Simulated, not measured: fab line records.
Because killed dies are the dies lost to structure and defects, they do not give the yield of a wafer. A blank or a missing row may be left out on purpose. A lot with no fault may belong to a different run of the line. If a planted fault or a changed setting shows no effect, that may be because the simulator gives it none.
Which tool was responsible? | flow nand-harc | Sampling: 11 lots, 33 wafers, 6 of 1302 route steps

WHAT EACH GAUGE READ, for each wafer
NHARC_A_CHANNEL_HOLE_D2_INSPECT_40.
lot  | measured     | on                | raw-defect-count
L195 | day 14 03:03 | defect-inspect-02 | 277 470 235
L197 | day 14 14:21 | defect-inspect-01 | 415 413 275
L198 | day 15 04:35 | defect-inspect-01 | 403 455 482
L200 | day 15 22:08 | defect-inspect-01 | 221 120 135
L202 | day 16 06:06 | defect-inspect-02 | 208 253 212
L201 | day 16 08:38 | defect-inspect-02 | 301 261 346
L205 | day 17 19:44 | defect-inspect-02 | 205 273 209
L207 | day 19 08:15 | defect-inspect-02 | 217 244 205
L209 | day 19 12:17 | defect-inspect-02 | 648 651 553
L208 | day 20 01:36 | defect-inspect-01 | 652 661 625
L210 | day 20 09:50 | defect-inspect-01 | 711 663 704

NHARC_END_SORT_01.
lot  | measured     | on        | killed-at-array | killed-at-other | killed-at-periphery | killed-dies | killed-open | killed-short
L198 | day 25 19:09 | prober-02 | 86 72 80        | 1 2 2           | 1 4 4               | 88 78 86    | 2 0 3       | 0 3 1
L209 | day 30 11:59 | prober-01 | 102 136 129     | 1 0 1           | 2 2 2               | 105 138 132 | 7 4 7       | 1 3 1
L208 | day 31 03:28 | prober-01 | 109 98 109      | 4 1 2           | 2 2 2               | 115 101 113 | 6 2 3       | 2 2 3
L210 | day 31 04:17 | prober-02 | 104 125 99      | 1 2 1           | 1 0 2               | 106 127 102 | 0 3 3       | 1 0 4

TOOL THAT RAN EACH LOT (tool first, then ch and the chambers of the sampled wafers, then the start)
lot  | NHARC_A_CHANNEL_HOLE_D2_ETCH_19  | NHARC_A_CHANNEL_HOLE_D2_ETCH_44    | NHARC_A_CHANNEL_HOLE_D2_XSEM_32 | NHARC_A_CHANNEL_FILL_D2_ALD_14
L195 | har-etch-02 ch 0,1, day 13 21:20 | rie-diel-08 ch 1,2, day 14 02:04   | xsem-02 ch 0, day 14 02:58      | ald-hk-01 ch 0,1, day 14 09:47
L197 | har-etch-02 ch 0,1, day 14 08:39 | rie-diel-06 ch 1,2,3, day 14 13:22 | xsem-02 ch 0, day 14 14:15      | ald-hk-01 ch 0,3, day 14 21:32
L198 | har-etch-02 ch 0,1, day 14 22:54 | rie-diel-10 ch 0,3, day 15 03:37   | xsem-01 ch 0, day 15 04:29      | ald-hk-04 ch 0,2,3, day 15 11:50
L200 | har-etch-01 ch 0,1, day 15 16:23 | rie-diel-10 ch 0,2,3, day 15 21:09 | xsem-02 ch 0, day 15 22:02      | ald-hk-01 ch 1,2,3, day 16 05:21
L202 | har-etch-01 ch 0,1, day 16 00:24 | rie-diel-10 ch 0,2,3, day 16 05:07 | xsem-02 ch 0, day 16 06:00      | ald-hk-04 ch 0,2,3, day 16 13:23
L201 | har-etch-02 ch 0,1, day 16 02:57 | rie-diel-06 ch 1,2,3, day 16 07:40 | xsem-01 ch 0, day 16 08:32      | ald-hk-01 ch 0,2,3, day 16 13:25
L205 | har-etch-02 ch 0,1, day 17 14:02 | rie-diel-10 ch 0,1,3, day 17 18:45 | xsem-01 ch 0, day 17 19:38      | ald-hk-02 ch 0,2,3, day 18 03:31
L207 | har-etch-02 ch 0,1, day 19 02:25 | rie-diel-10 ch 0,1,3, day 19 07:10 | xsem-01 ch 0, day 19 08:10      | ald-hk-04 ch 0,1,3, day 19 15:29
L209 | har-etch-02 ch 0,1, day 19 06:34 | rie-diel-08 ch 0,1,2, day 19 11:17 | xsem-02 ch 0, day 19 12:11      | ald-hk-01 ch 1,3, day 19 19:49
L208 | har-etch-02 ch 0,1, day 19 19:46 | rie-diel-08 ch 0,2,3, day 20 00:31 | xsem-01 ch 0, day 20 01:31      | ald-hk-01 ch 0,2,3, day 20 08:50
L210 | har-etch-02 ch 0,1, day 20 04:07 | rie-diel-10 ch 1,2,3, day 20 08:52 | xsem-01 ch 0, day 20 09:44      | ald-hk-02 ch 0,2,3, day 20 17:10
- NHARC_A_CHANNEL_HOLE_D2_ETCH_19: etches the open film in C4F8/O2/Ar, time 34.5 s.
- NHARC_A_CHANNEL_HOLE_D2_ETCH_44: etches the open film in CF4/O2, target depth 140 nm, overetch 14 nm, time 77 s.
- NHARC_A_CHANNEL_HOLE_D2_XSEM_32
- NHARC_A_CHANNEL_FILL_D2_ALD_14: deposits SiO2, target thk 2.5 nm, pulse time 10 s, ald cycles 25.

AS READ BY THE TOOLS THEMSELVES (means over the sampled wafers that have a number; for cases with no such wafer, the mark the record gives instead)
NHARC_A_CHANNEL_HOLE_D2_ETCH_19.
lot  | tool        | drypump-motor-current-A (A) | showerhead-plenum-p-Torr (Torr) | throttle-valve-pct (%)
L195 | har-etch-02 | 5.67                        | 3.73                            | 37.032
L197 | har-etch-02 | 5.71                        | 3.74                            | 37.038
L198 | har-etch-02 | 5.64                        | 3.72                            | 37.039
L200 | har-etch-01 | 5.47                        | 3.60                            | 37.041
L202 | har-etch-01 | 5.58                        | 3.66                            | 37.034
L201 | har-etch-02 | 5.71                        | 3.73                            | 37.028
L205 | har-etch-02 | 5.72                        | 3.72                            | 37.035
L207 | har-etch-02 | 5.65                        | 3.70                            | 37.036
L209 | har-etch-02 | 5.67                        | 3.70                            | 37.048
L208 | har-etch-02 | 5.66                        | 3.69                            | 37.037
L210 | har-etch-02 | 5.65                        | 3.69                            | 37.039

NHARC_A_CHANNEL_HOLE_D2_ETCH_44.
lot  | tool        | drypump-motor-current-A (A) | oes_ar_750_au (a.u.) | oes-product-au (a.u.) | rf-vpp-V (V) | showerhead-plenum-p-Torr (Torr) | throttle-valve-pct (%)
L195 | rie-diel-08 | 5.8                         | 0.997                | 1.014                 | 197.5        | 1.31                            | 13.402
L197 | rie-diel-06 | 5.6                         | 0.999                | 0.998                 | 197.2        | 1.29                            | 13.400
L198 | rie-diel-10 | 5.7                         | 1.000                | 1.002                 | 197.4        | 1.32                            | 13.394
L200 | rie-diel-10 | 5.7                         | 0.998                | 1.005                 | 198.2        | 1.35                            | 13.391
L202 | rie-diel-10 | 5.7                         | 0.999                | 1.000                 | 197.9        | 1.35                            | 13.401
L201 | rie-diel-06 | 5.6                         | 0.999                | 0.999                 | 196.1        | 1.29                            | 13.402
L205 | rie-diel-10 | 5.8                         | 1.002                | 0.997                 | 197.4        | 1.33                            | 13.403
L207 | rie-diel-10 | 5.8                         | 0.999                | 1.005                 | 197.8        | 1.32                            | 13.395
L209 | rie-diel-08 | 5.6                         | 0.997                | 0.998                 | 198.6        | 1.34                            | 13.397
L208 | rie-diel-08 | 5.9                         | 0.999                | 1.003                 | 196.8        | 1.31                            | 13.394
L210 | rie-diel-10 | 5.6                         | 1.000                | 1.008                 | 198.6        | 1.38                            | 13.397

NHARC_A_CHANNEL_HOLE_D2_XSEM_32.
lot  | tool    | bot-cd-nm (nm) | bow-nm (nm) | tilt-deg (degrees)
L195 | xsem-02 | 74.3           | 8.71        | 0.03
L197 | xsem-02 | 75.9           | 8.80        | 0.09
L198 | xsem-01 | 74.1           | 8.67        | 0.11
L200 | xsem-02 | 76.7           | 8.42        | 0.03
L202 | xsem-02 | 74.7           | 8.68        | 0.08
L201 | xsem-01 | 75.4           | 9.24        | 0.11
L205 | xsem-01 | 74.4           | 8.30        | 0.06
L207 | xsem-01 | 74.9           | 8.94        | 0.11
L209 | xsem-02 | 76.6           | 8.58        | 0.05
L208 | xsem-01 | 73.9           | 8.19        | 0.08
L210 | xsem-01 | 73.7           | 8.30        | 0.04

NHARC_A_CHANNEL_FILL_D2_ALD_14.
lot  | tool      | heater-power-outer-w (W) | heater-power-w (W) | precursor-pulse-height-rel | susceptor-temp-C (C)
L195 | ald-hk-01 | 294                      | 522                | 0.990                      | 300.07
L197 | ald-hk-01 | 256                      | 462                | 1.002                      | 299.93
L198 | ald-hk-04 | 267                      | 463                | 1.014                      | 300.07
L200 | ald-hk-01 | 285                      | 515                | 0.999                      | 299.92
L202 | ald-hk-04 | 263                      | 464                | 0.986                      | 300.11
L201 | ald-hk-01 | 266                      | 478                | 0.985                      | 300.05
L205 | ald-hk-02 | 239                      | 452                | 0.996                      | 299.76
L207 | ald-hk-04 | 287                      | 488                | 1.011                      | 299.95
L209 | ald-hk-01 | 278                      | 483                | 1.008                      | 300.14
L208 | ald-hk-01 | 266                      | 494                | 1.024                      | 300.13
L210 | ald-hk-02 | 243                      | 447                | 0.999                      | 300.04

THE ANSWER, worked out from the rows above alone
Rule: usual is defined by the lots themselves. Put in order of their means at a reading, lots are off if they are a third of the lots or fewer, leave a main group of 4 or more, and stand apart from it by a gap of 3 or more times the standard deviation of the main group's means; of several such gaps the widest counts. A main group is skipped when, at the precision printed for the reading in the tables above, its means are all equal. Also off: a lot with no number at a reading for which 4 or more lots have one. All remaining lots with rows at the step are treated as sound. After the gauges, taken in route order, come the tools' own readings; for these a lot's mean is taken, as printed above. The first step at which some lot is off is used, and at that step the reading that is off furthest; a lot without a number counts as furthest.
No lot is off on any of the readings shown, so nothing can be concluded from this.

WHAT HAD BEEN PUT IN BY THE SIMULATOR
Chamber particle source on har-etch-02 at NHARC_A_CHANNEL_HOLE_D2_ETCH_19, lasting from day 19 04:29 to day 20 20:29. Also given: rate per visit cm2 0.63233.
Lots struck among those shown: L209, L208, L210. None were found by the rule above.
